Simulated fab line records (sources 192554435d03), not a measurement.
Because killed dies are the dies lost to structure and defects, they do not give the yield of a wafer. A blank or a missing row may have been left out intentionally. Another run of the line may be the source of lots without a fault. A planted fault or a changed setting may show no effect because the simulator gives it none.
Split-lot study | flow n5_finfet | 7 lots, 21 wafers read, on a route of 1938 steps

== ON THE SPLIT ==
At N5_DUMMY_GATE_EXPOSE_12 (exposes mask GATE, target cd 25 nm), the setting dose_mj was moved away from the recipe's 34 on 4 of the 21 wafers read, by -7.3% to +5.2%. All remaining wafers had this setting at the recipe value.

== FROM THE SPLIT TO THE READING: what the file shows between them, 2 steps ==
- N5_DUMMY_GATE_PEB_13: peb time 60 s
- N5_DUMMY_GATE_DEVELOP_14: develop time 30 s

== THE READING ==
cd_nm, in nm, at N5_DUMMY_GATE_CD_MEAS_15 (target cd 25.8 nm). Fault-free wafers of this fab line usually give 24.97 nm, standard deviation 0.23 nm.

wafer  | tool, chamber at the split | dose_mj as run | against the recipe | cd_nm, nm | against lot-mates on the recipe
L077.1 | euv_scanner-02, 0          | 34             | recipe             | 24.54     | -
L077.4 | euv_scanner-02, 0          | 34             | recipe             | 24.61     | -
L077.6 | euv_scanner-02, 0          | 35.77          | +5.2%              | 24.06     | -0.52
L079.3 | euv_scanner-01, 0          | 34             | recipe             | 24.90     | -
L079.5 | euv_scanner-01, 0          | 34             | recipe             | 24.58     | -
L079.6 | euv_scanner-01, 0          | 34             | recipe             | 24.89     | -
L080.2 | euv_scanner-01, 0          | 34             | recipe             | 24.55     | -
L080.3 | euv_scanner-01, 0          | 31.53          | -7.3%              | 26.83     | +1.83
L080.4 | euv_scanner-01, 0          | 34             | recipe             | 25.44     | -
L083.3 | euv_scanner-01, 0          | 34             | recipe             | 25.22     | -
L083.4 | euv_scanner-01, 0          | 34             | recipe             | 25.19     | -
L083.5 | euv_scanner-01, 0          | 34             | recipe             | 25.04     | -
L085.1 | euv_scanner-01, 0          | 34             | recipe             | 25.16     | -
L085.5 | euv_scanner-01, 0          | 35.12          | +3.3%              | 24.59     | -0.28
L085.6 | euv_scanner-01, 0          | 34             | recipe             | 24.58     | -
L088.1 | euv_scanner-02, 0          | 34             | recipe             | 25.25     | -
L088.5 | euv_scanner-02, 0          | 34             | recipe             | 25.12     | -
L088.6 | euv_scanner-02, 0          | 34             | recipe             | 24.87     | -
L090.1 | euv_scanner-01, 0          | 34             | recipe             | 24.68     | -
L090.3 | euv_scanner-01, 0          | 34             | recipe             | 24.49     | -
L090.4 | euv_scanner-01, 0          | 32.01          | -5.9%              | 26.08     | +1.49

THE FIT
A straight line over all 21 wafers: cd_nm changes by -0.209 nm for each +1% of dose_mj; r = -0.86; the points scatter about the line by 0.31 nm.
The same after taking each lot's own level away (the mean of its wafers on the recipe; 21 wafers): -0.203 nm for each +1%; r = -0.89; scatter 0.26 nm.
The reading moves by 1.5 nm for the largest change in dose_mj, on that fit.
Across the lots, their own levels run from 24.575 to 25.150 nm, a range of 2.5 times the standard deviation given above.
So the lot-to-lot level changes the slope little: the two slopes agree.
Check: with one of the wafers moved furthest among these (-7.3%) left out of the fit, the line predicts +1.32 nm for it against its lot-mates. It came out at +1.83 nm against them.

== FURTHER SPLITS ON THESE WAFERS ==
These wafers also went through other splits before the reading. Each is held against what the fit with the lots' levels taken away leaves over:
other split on the same wafers  | wafers away from the commonest value | r with cd_nm (lot level and that fit taken away)
N5_ZERO_LAYER_EXPOSE_08 dose_mj | 5                                    | -0.10
N5_ZERO_LAYER_PEB_09 peb_time_s | as run: not given for these wafers   | -
N5_FIN_SAQP_HM_DEP_72 time_s    | 10                                   | -0.11
N5_FIN_SAQP_COAT_50 spin_rpm    | 4                                    | +0.17
N5_FIN_CUT_COAT_02 spin_rpm     | 7                                    | +0.19
N5_FIN_CUT_ETCH_21 bias_w       | 5                                    | -0.26

== THE FILE'S OWN FIT ==
cd_nm changes by -0.206 nm for each +1% of dose_mj, r = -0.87.
